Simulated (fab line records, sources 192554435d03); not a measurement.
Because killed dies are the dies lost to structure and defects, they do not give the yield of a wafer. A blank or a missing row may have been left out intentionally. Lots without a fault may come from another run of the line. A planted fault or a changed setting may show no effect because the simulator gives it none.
fab line records	flow n5-finfet
record: lots: 10	wafers: 30	last-day: 17
route steps=1938 shown BEOL_M0_SAQP@633 BEOL_M0@735 BEOL_M4@1111 PASSIVATION@1936
lots that met no fault: from a run of the same line without faults
start-h: hours from the record's first day to the start of the lot's first wafer shown	wait-h: hours since the lot's step before	" repeats the value in the row above	L1.1+2: a single row standing in for several wafers	- value missing, or start not given	* or withheld: withheld	< > ~ a bound
route shown NAME@n: names a module that has steps shown in the file, with the first one's number in the route	usual: mean and standard deviation over wafers with no fault	same: alike in all rows	chamber/n: place in a boat	sites: readings site by site	_std_site: their standard deviation	_edge_site: the outer-site mean with the inner-site mean subtracted	radius-mm: for every site, how far away it sits from the centre of the wafer	mask NAME#n: copy n	behind: the last tool/chamber to shape the wafer	hold: reason for holding the lot/hours on hold/outcome of the hold	device: which transistor (n, p or np) failed to switch	end of line: tests run on the same wafers once the route is complete	a step with no rows: only its recipe	killed: dies lost to structure and defects at the first sort, not the wafer's yield	map: dies across one wafer; x = killed, . = not, _ = none there
set.NAME: the setting as run; set.NAME@STEP: as run at that earlier step	model.NAME: the simulator's own value behind a step, which no gauge read
route steps across a sampled set of lots; one table per step, one row per wafer
services: when a tool's chamber went out of use (start-h, in hours from the record's first day, below 0 if earlier), for how many hours, and the reason
== steps ==
step: N5_BEOL_M0_SAQP_ILD_DEP_01
recipe: material: SiOC	target-thk-a: 454.19	temp-c: 350	precursor: DEMS/O2	pressure-torr: 5	rf-w: 500	time-s: 8.7
usual: heater-power-w: 454/110	showerhead-plenum-p-Torr: 5.695/0.019	throttle-valve-pct: 11.6/0.59
lot.wafer	tool	chamber	start-h	wait-h	heater-power-w	showerhead-plenum-p-Torr	throttle-valve-pct
L428.1	pecvd-02	1	112.50	0.0	381	5.693	12.4
L428.2	"	0	"	"	398	5.719	12.0
L428.3	"	2	"	"	585	5.693	10.4
L435.1	pecvd-02	2	157.19	0.0	643	5.716	10.5
L435.2	"	1	"	"	476	5.694	12.2
L435.6	"	2	"	"	645	5.685	10.7
L436.2	pecvd-02	2	160.17	0.0	614	5.693	10.5
L436.4	"	2	"	"	640	5.675	10.6
L436.6	"	0	"	"	379	5.726	11.8
L441.1	pecvd-04	2	201.53	0.0	333	5.647	11.7
L441.4	"	1	"	"	586	5.685	11.5
L441.5	"	0	"	"	317	5.700	11.3
L443.3	pecvd-04	1	204.55	0.0	501	5.705	11.5
L443.5	"	2	"	"	323	5.644	11.6
L443.6	"	1	"	"	492	5.688	11.7
L445.2	pecvd-04	1	216.86	0.0	491	5.694	11.7
L445.4	"	1	"	"	497	5.702	11.4
L445.6	"	0	"	"	267	5.694	11.3
L446.1	pecvd-04	0	220.49	0.0	301	5.716	11.5
L446.4	"	0	"	"	302	5.704	11.4
L446.6	"	2	"	"	385	5.656	11.3
L447.1	pecvd-02	0	224.42	0.0	371	5.719	11.8
L447.2	"	1	"	"	451	5.698	12.1
L447.6	"	2	"	"	613	5.694	10.8
L448.3	pecvd-02	0	239.45	0.0	362	5.710	11.9
L448.5	"	1	"	"	467	5.702	12.1
L448.6	"	0	"	"	362	5.697	11.8
L449.1	pecvd-02	1	242.46	0.0	445	5.695	12.5
L449.4	"	0	"	"	325	5.711	11.8
L449.6	"	1	"	"	458	5.691	12.4
step: N5_BEOL_M0_ANNEAL_117
recipe: temp-c: 400	time-s: 60	ambient: vacuum
usual: heater-power-w: 831/63
lot.wafer	tool	chamber	start-h	wait-h	heater-power-w
L428.1	pvd-sputter-02	-	124.64	0.0	785
L428.2	"	-	"	"	779
L428.3	"	-	"	"	795
L435.1	pvd-sputter-02	-	167.71	0.0	764
L435.2	"	-	"	"	897
L435.6	"	-	"	"	884
L436.2	pvd-sputter-03	-	168.95	0.0	774
L436.4	"	-	"	"	970
L436.6	"	-	"	"	924
L441.1	pvd-sputter-03	-	211.78	0.0	943
L441.4	"	-	"	"	849
L441.5	"	-	"	"	864
L443.3	pvd-sputter-01	-	216.18	0.0	805
L443.5	"	-	"	"	888
L443.6	"	-	"	"	813
L445.2	pvd-sputter-03	-	229.42	0.0	762
L445.4	"	-	"	"	878
L445.6	"	-	"	"	930
L446.1	pvd-sputter-01	-	231.58	0.0	775
L446.4	"	-	"	"	810
L446.6	"	-	"	"	885
L447.1	pvd-sputter-02	-	238.60	0.0	781
L447.2	"	-	"	"	762
L447.6	"	-	"	"	764
L448.3	pvd-sputter-01	-	254.67	0.0	802
L448.5	"	-	"	"	828
L448.6	"	-	"	"	868
L449.1	pvd-sputter-01	-	259.75	0.0	804
L449.4	"	-	"	"	773
L449.6	"	-	"	"	789
step: N5_BEOL_M0_SPUTTER_141
recipe: material: Cu	target-thk-a: 40	temp-c: -20	chamber-pressure-pa: 0.07	power-w: withheld	time-s: 7.37
usual: throttle-valve-pct: 30.0/0.97
lot.wafer	tool	chamber	start-h	wait-h	throttle-valve-pct
L428.1	pvd-sputter-02	-	124.92	0.0	28.9
L428.2	"	-	"	"	30.5
L428.3	"	-	"	"	27.8
L435.1	pvd-sputter-02	-	167.99	0.0	30.4
L435.2	"	-	"	"	29.2
L435.6	"	-	"	"	29.1
L436.2	pvd-sputter-03	-	169.23	0.0	32.0
L436.4	"	-	"	"	29.8
L436.6	"	-	"	"	30.1
L441.1	pvd-sputter-03	-	212.06	0.0	30.0
L441.4	"	-	"	"	30.6
L441.5	"	-	"	"	30.9
L443.3	pvd-sputter-01	-	216.46	0.0	30.7
L443.5	"	-	"	"	30.1
L443.6	"	-	"	"	30.7
L445.2	pvd-sputter-03	-	229.70	0.0	31.9
L445.4	"	-	"	"	30.7
L445.6	"	-	"	"	30.1
L446.1	pvd-sputter-01	-	231.86	0.0	29.6
L446.4	"	-	"	"	30.1
L446.6	"	-	"	"	30.5
L447.1	pvd-sputter-02	-	238.88	0.0	28.6
L447.2	"	-	"	"	28.0
L447.6	"	-	"	"	27.7
L448.3	pvd-sputter-01	-	254.95	0.0	30.7
L448.5	"	-	"	"	30.7
L448.6	"	-	"	"	30.3
L449.1	pvd-sputter-01	-	260.03	0.0	30.5
L449.4	"	-	"	"	29.5
L449.6	"	-	"	"	29.5
step: N5_BEOL_M0_RS_MEAS_126
recipe: thk-meas-gauge: four-point-probe	reads: Co_of_BEOL_M0_CO_CAP_123+Cu_of_BEOL_M0_ECD_118+Co_of_BEOL_M0_CVD_115+TaN_of_BEOL_M0_ALD_136
usual: M0_RS: 0.525/0.018
lot.wafer	tool	chamber	start-h	wait-h	M0_RS[ohm/sq]
L428.1	film-metro-02	-	125.99	0.0	0.491
L428.2	"	-	"	"	0.505
L428.3	"	-	"	"	0.504
L435.1	film-metro-01	-	169.28	0.0	0.760
L435.2	"	-	"	"	0.770
L435.6	"	-	"	"	0.793
L436.2	film-metro-02	-	170.28	0.1	0.790
L436.4	"	-	"	"	0.795
L436.6	"	-	"	"	0.721
L441.1	film-metro-02	-	213.28	0.0	0.545
L441.4	"	-	"	"	0.547
L441.5	"	-	"	"	0.523
L443.3	film-metro-01	-	217.51	0.1	0.513
L443.5	"	-	"	"	0.528
L443.6	"	-	"	"	0.498
L445.2	film-metro-02	-	231.25	0.1	0.503
L445.4	"	-	"	"	0.500
L445.6	"	-	"	"	0.502
L446.1	film-metro-01	-	233.54	0.0	0.518
L446.4	"	-	"	"	0.539
L446.6	"	-	"	"	0.534
L447.1	film-metro-01	-	239.93	0.0	0.512
L447.2	"	-	"	"	0.525
L447.6	"	-	"	"	0.506
L448.3	film-metro-02	-	256.36	0.1	0.541
L448.5	"	-	"	"	0.533
L448.6	"	-	"	"	0.518
L449.1	film-metro-02	-	261.08	0.0	0.536
L449.4	"	-	"	"	0.531
L449.6	"	-	"	"	0.527
step: N5_BEOL_M0_INSPECT_127
recipe: inspect-instrument: darkfield	mode: post-dep
usual: raw-defect-count: 68/22
lot.wafer	tool	chamber	start-h	wait-h	raw-defect-count
L428.1	defect-inspect-01	-	126.01	0.0	67
L428.2	"	-	"	"	79
L428.3	"	-	"	"	105
L435.1	defect-inspect-01	-	169.30	0.0	25
L435.2	"	-	"	"	37
L435.6	"	-	"	"	77
L436.2	defect-inspect-01	-	170.30	0.0	56
L436.4	"	-	"	"	69
L436.6	"	-	"	"	72
L441.1	defect-inspect-01	-	213.31	0.0	77
L441.4	"	-	"	"	84
L441.5	"	-	"	"	93
L443.3	defect-inspect-02	-	217.53	0.0	85
L443.5	"	-	"	"	78
L443.6	"	-	"	"	46
L445.2	defect-inspect-01	-	231.27	0.0	42
L445.4	"	-	"	"	37
L445.6	"	-	"	"	58
L446.1	defect-inspect-02	-	233.57	0.0	84
L446.4	"	-	"	"	78
L446.6	"	-	"	"	88
L447.1	defect-inspect-02	-	239.97	0.0	87
L447.2	"	-	"	"	42
L447.6	"	-	"	"	45
L448.3	defect-inspect-02	-	256.38	0.0	84
L448.5	"	-	"	"	52
L448.6	"	-	"	"	72
L449.1	defect-inspect-02	-	261.11	0.0	57
L449.4	"	-	"	"	50
L449.6	"	-	"	"	65
step: N5_BEOL_M4_RC_MEAS_101
usual: DIBL_N: 36.6/1.7	DIBL_P: 36.7/2	IOFF_N: 0.16/0.033	IOFF_P: 0.22/0.04	ION_N: 673/12	ION_P: 463/7.9	SS_N: 71.7/0.58	SS_P: 73.3/0.64	VT_N: 249/3.3	VT_P: -249/3.1
lot.wafer	tool	chamber	start-h	wait-h	DIBL_N[mV/V]	DIBL_P[mV/V]	IOFF_N[nA/um]	IOFF_P[nA/um]	ION_N[uA/um]	ION_P[uA/um]	SS_N[mV/dec]	SS_P[mV/dec]	VT_N[mV]	VT_P[mV]
L428.1	prober-02	0	171.04	0.0	39.0	40.0	0.23	0.25	693	466	72.3	74.5	244	-248
L428.2	"	0	"	"	37.3	39.0	0.19	0.22	677	451	72.1	74.1	246	-251
L428.3	"	0	"	"	38.0	39.8	0.19	0.24	676	458	71.5	74.3	248	-249
L435.1	prober-02	0	212.06	0.0	37.1	36.4	0.16	0.18	672	451	71.4	73.4	251	-255
L435.2	"	0	"	"	38.8	38.9	0.21	0.21	690	458	71.8	74.2	243	-251
L435.6	"	0	"	"	38.6	37.4	0.19	0.19	672	454	72.3	73.7	247	-252
L436.2	prober-01	0	213.94	0.2	35.5	37.7	0.17	0.23	672	464	71.2	73.7	247	-251
L436.4	"	0	"	"	36.9	39.4	0.21	0.26	680	467	71.8	74.4	240	-249
L436.6	"	0	"	"	35.2	37.0	0.16	0.21	663	460	72.0	73.6	249	-250
L441.1	prober-01	0	266.99	0.0	35.8	36.1	0.14	0.21	670	464	71.4	72.9	253	-250
L441.4	"	0	"	"	38.3	39.4	0.19	0.27	676	463	71.7	73.5	249	-248
L441.5	"	0	"	"	36.5	37.3	0.16	0.23	676	465	71.3	73.4	251	-247
L443.3	prober-01	0	279.06	0.3	38.5	39.1	0.21	0.25	695	472	71.6	73.3	244	-249
L443.5	"	0	"	"	33.3	33.7	0.12	0.16	678	468	70.8	72.7	251	-256
L443.6	"	0	"	"	37.5	38.1	0.19	0.24	675	473	71.2	73.4	247	-252
L445.2	prober-02	0	282.33	0.2	34.3	35.1	0.12	0.18	663	460	70.5	72.7	253	-251
L445.4	"	0	"	"	34.9	35.1	0.13	0.18	658	455	70.7	72.0	251	-254
L445.6	"	0	"	"	35.1	35.3	0.13	0.19	661	461	71.6	73.0	254	-252
L446.1	prober-01	0	296.84	0.0	37.4	37.5	0.17	0.25	671	462	71.8	73.2	251	-248
L446.4	"	0	"	"	34.4	34.5	0.12	0.20	677	468	71.2	72.4	253	-249
L446.6	"	0	"	"	35.0	34.6	0.13	0.21	672	463	71.5	72.7	251	-251
L447.1	prober-02	0	302.10	0.0	38.3	41.5	0.21	0.27	694	478	72.5	74.8	247	-251
L447.2	"	0	"	"	37.6	39.8	0.18	0.23	677	462	71.8	73.7	251	-249
L447.6	"	0	"	"	36.4	38.1	0.16	0.21	669	459	72.8	74.0	252	-251
L448.3	prober-02	0	311.96	0.3	38.8	39.4	0.23	0.33	705	492	72.3	74.1	243	-241
L448.5	"	0	"	"	39.8	39.9	0.24	0.33	710	487	71.7	73.6	243	-240
L448.6	"	0	"	"	38.0	37.9	0.19	0.29	676	473	71.3	73.4	247	-245
L449.1	prober-02	0	313.96	0.0	36.0	37.2	0.16	0.20	664	458	71.9	73.5	247	-250
L449.4	"	0	"	"	36.1	37.1	0.16	0.21	664	455	71.8	73.3	251	-250
L449.6	"	0	"	"	35.2	37.1	0.15	0.21	675	465	71.7	73.1	250	-249
step: N5_PASSIVATION_PROBE_49
usual: defect-limited-yield: 91.1/1.4	killed_at_M0_to_M3: 34/11	killed_at_M4_up: 14/5.7	killed-at-contacts: 14/6.9	killed-at-front-end: 40/11	killed-at-other: 4/3.1	killed-dies: 105/17	killed-open: 70/13	killed-short: 34/7.6	sort_bin_5_function: 5.3/0.95	sort_bin_6_memory: 3.3/0.64	sort-n-pass: 1075/17	sort-yield-pct: 91.1/1.4
same: gross-dies: 1180	killed-at-back-side: 0	sort_bin_4_leakage[%]: 0	sort_bin_8_speed[%]: 0
lot.wafer	tool	chamber	start-h	wait-h	defect-limited-yield[%]	killed_at_M0_to_M3	killed_at_M4_up	killed-at-contacts	killed-at-front-end	killed-at-other	killed-dies	killed-open	killed-short	sort_bin_5_function[%]	sort_bin_6_memory[%]	sort-n-pass	sort-yield-pct[%]
L443.3	prober-01	-	374.86	0.1	89.6	64	17	14	28	0	123	86	36	6.1	3.8	1057	89.6
L443.5	prober-01	-	374.96	0.2	93.1	26	25	10	19	1	81	59	20	3.5	3.1	1099	93.1
L443.6	prober-01	-	375.01	0.3	88.0	54	16	13	56	3	142	102	39	7.3	4.5	1038	88.0
killed by level:class
L443.3 BEOL_M3:geometric-particle:open=19 BEOL_M1:geometric-particle:open=12 MOL_CONTACT_COAG:geometric-particle:open=11 BEOL_M0_SAQP:geometric-particle:open=8 BEOL_M2:geometric-particle:open=8 BEOL_M4:geometric-particle:open=8 BEOL_M0_SAQP:geometric-particle:short=6 FIN_SAQP:geometric-particle:open=4
L443.5 BEOL_M4:geometric-particle:open=18 MOL_CONTACT_COAG:geometric-particle:open=10 BEOL_M0_SAQP:geometric-particle:short=6 BEOL_M3:geometric-particle:open=6 BEOL_M1:geometric-particle:open=5 FIN_SAQP:geometric-particle:open=4 ILD0:geometric-particle:short=4 GATE_CUT:geometric-particle:open=4
L443.6 BEOL_M0_SAQP:geometric-particle:open=17 STI_FIN_REVEAL:geometric-particle:open=16 FIN_SAQP:geometric-particle:open=15 BEOL_M0_SAQP:geometric-particle:short=12 MOL_CONTACT_COAG:geometric-particle:open=11 BEOL_M3:geometric-particle:open=8 BEOL_M1:geometric-particle:open=8 BEOL_M4:geometric-particle:open=6
== services ==
tool	chamber	start-h	hours	kind
pecvd-04	0	112.49	5.5	scheduled-down
pvd-sputter-02	-	126.57	5.3	repair
pecvd-02	0	128.09	4.4	repair
pecvd-04	-	217.39	1.0	repair
pecvd-02	0	227.39	2.1	scheduled-down
pvd-sputter-03	-	235.09	39.9	repair
pecvd-02	2	257.54	8.1	repair
pecvd-02	-	258.78	6.9	repair
== key ==
first-sign: step: N5_BEOL_M0_RS_MEAS_126	reading: M0_RS	direction: up	sigmas: 14	usual: 0.525	struck: 0.771
effect none on later readings
met-at N5_BEOL_M0_SAQP_ILD_DEP_01
struck-lots L435,L436
not-acting-at N5_BEOL_M0_ANNEAL_117,N5_BEOL_M0_SPUTTER_141,N5_BEOL_M0_INSPECT_127
onset-between 112.50 157.19
fault: kind: process-parameter-drift	tool: pecvd-02	chamber: -	onset-h: 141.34	steps: N5_BEOL_M0_SAQP_ILD_DEP_01	channel: time-s	offset: *	shape: step	end-h: 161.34	acts-in: *	stated: *
